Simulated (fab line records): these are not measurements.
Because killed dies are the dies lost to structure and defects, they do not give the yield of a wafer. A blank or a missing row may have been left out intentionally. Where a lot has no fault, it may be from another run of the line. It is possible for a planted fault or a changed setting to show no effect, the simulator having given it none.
Matching of chambers    flow n5 finfet    N5_BEOL_M11_ETCH_66 on rie diel-05 has 4 sister chambers
The step etches SOC in N2/H2, target depth 120 nm, overetch 24 nm, time 180 s. 4 wafers are shown with their chamber, then 8 later ones without.

== WAFERS, EACH WITH ITS CHAMBER ==
wafer   chamber  drypump motor current A (A)
L077.3  1        5.6
L083.3  0        5.0
L083.6  3        5.7
L090.3  2        6.1

== WAFERS MISSING THEIR CHAMBER ==
wafer   drypump motor current A (A)
L090.4  5.6
L090.6  5.6
L096.1  6.1
L096.2  5.8
L096.5  5.0
L093.2  5.6
L093.3  5.7
L093.6  5.8

== EACH ONE'S CHAMBER ==
wafer   from the rows above  in truth
L090.4  1                    1
L090.6  1                    1
L096.1  2                    2
L096.2  3                    3
L096.5  0                    0
L093.2  1                    1
L093.3  3                    3
L093.6  3                    3
Correct placement for 8 of the 8. Not placeable from these rows: 0. Wrongly placed: 0.
How it was worked out, from the rows above alone: a wafer's distance from a chamber is the root of the sum, over the readings, of the square of ((its reading less the chamber's mean) divided by the reading's scatter). The wafer belongs to the nearest chamber; if the next one is less than 2 further off, it can't be placed. The mean given for a chamber averages the wafers shown for that chamber. The scatter (one wafer shown for each chamber): square how far every hidden wafer sits from the nearest shown wafer, average those squares and take the square root.
